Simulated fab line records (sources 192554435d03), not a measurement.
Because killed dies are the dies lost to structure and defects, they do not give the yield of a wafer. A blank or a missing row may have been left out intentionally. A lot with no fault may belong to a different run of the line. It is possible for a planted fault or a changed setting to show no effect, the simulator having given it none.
Problem report, 8D (eight disciplines) form, completed by code || flow n5 finfet || the parts of the form that need people (team, actions taken, sign-off) are left out

== 1. PROBLEM STATEMENT ==
Mean of killed at contacts at N5_PASSIVATION_PROBE_49: 150 across 2 wafers in 2 lots; on wafers with no fault it is 13 (standard deviation 7.2). That is +19 standard deviations from the usual mean.
First seen on wafer L960.4, day 14 14:44, on prober-01. The record has a number at this step for 12 wafers belonging to 4 lots. By rule, "out" or "out of limits" means more than 4 standard deviations away from the usual mean. The rest of the wafers with a number are treated as sound.

== 2. WHAT IT IS, WHAT IT ISN'T ==
{"question": "which readings at this step", "is": "killed at contacts, killed dies", "is not": "killed_at_M4_up, killed at front end, killed at other, killed open, killed short"}
{"question": "which lots", "is": "L959, L960", "is not": "L954, L971"}
{"question": "which wafers of those lots", "is": "L959.1, L960.4", "is not": "L959.4, L959.6, L960.3, L960.5"}
{"question": "read on which tools", "is": "prober-01, prober-02", "is not": "-"}
{"question": "when", "is": "from day 14 14:44", "is not": "up to then (4 sound wafers); but 6 sound wafers of L959, L960, L971 came after"}

== 3. THE SUSPECTS, EACH WITH WHAT RULES IT OUT ==
Counting: any tool at a process step up to the reading remains a suspect provided it ran every lot that is out. Sound lots after the first of them don't rule it out here, since some wafers of a struck lot are sound.
- rie diel-02 at N5_MOL_CONTACT_COAG_VIA_ETCH_117 (etches SiO2 in C4F6/O2, target depth 40 nm, overetch 8 nm, time 26 s): kept. It processed each lot that is out (first: L959, day 7 02:33); up to then, its last sound lot is L954 (day 6 00:31).
- wet bench-01 at N5_MOL_CONTACT_COAG_PRECLEAN_127 (cleans in DIW, time 57.5 s): kept. It ran every lot that is out, first L959 (day 7 03:19).
- hp anneal-01 at N5_MOL_CONTACT_COAG_ANNEAL_112 (time 1800 s): kept. It processed each lot that is out (first: L959, day 7 05:53); up to then, its last sound lot is L954 (day 6 01:39).
- pecvd-03 at N5_BEOL_M0_SAQP_PECVD_96 (deposits a-Si from SiH4/He, target thk 45 nm, time 45.2 s): kept. It ran every lot that is out, first L959 (day 7 10:47).
Left after counting: rie diel-02 at N5_MOL_CONTACT_COAG_VIA_ETCH_117, wet bench-01 at N5_MOL_CONTACT_COAG_PRECLEAN_127, hp anneal-01 at N5_MOL_CONTACT_COAG_ANNEAL_112, pecvd-03 at N5_BEOL_M0_SAQP_PECVD_96.

== 4. THE CAUSE (what the simulator had put in) ==
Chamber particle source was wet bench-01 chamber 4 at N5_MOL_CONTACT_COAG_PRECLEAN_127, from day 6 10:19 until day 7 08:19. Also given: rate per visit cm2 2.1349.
This tool is one of the 4 suspects left after counting.

== 5. THE EFFECT CHAIN, in route order ==
Each row: a reading where the mean over the struck wafers with a number is more than 3 standard deviations away from the usual. Scope: only readings with a usual standard deviation given in the record; hours: median across lots of the time from each lot's start at the first step in this table that gives one to its start at this step; sigmas: change in usual standard deviations.
{"hours": 0, "step": "N5_PASSIVATION_PROBE_49", "reading": "killed at contacts", "usual": 13, "on struck wafers": 150, "change": "+137", "sigmas": "+19"}
{"hours": 0, "step": "N5_PASSIVATION_PROBE_49", "reading": "killed dies", "usual": 101, "on struck wafers": 242, "change": "+142", "sigmas": "+7.9"}
Here are the process steps it includes:
- N5_PASSIVATION_PROBE_49

== 6. HOW IT WOULD HAVE BEEN CAUGHT EARLIER ==
196 hours passed between the start of the fault at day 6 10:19 and the first reading out of limits in this record, taken at day 14 14:44.
Lots out: 2; all had begun N5_MOL_CONTACT_COAG_PRECLEAN_127 on wet bench-01 by day 14 14:44. None of them would have been spared by holding the tool at that moment.
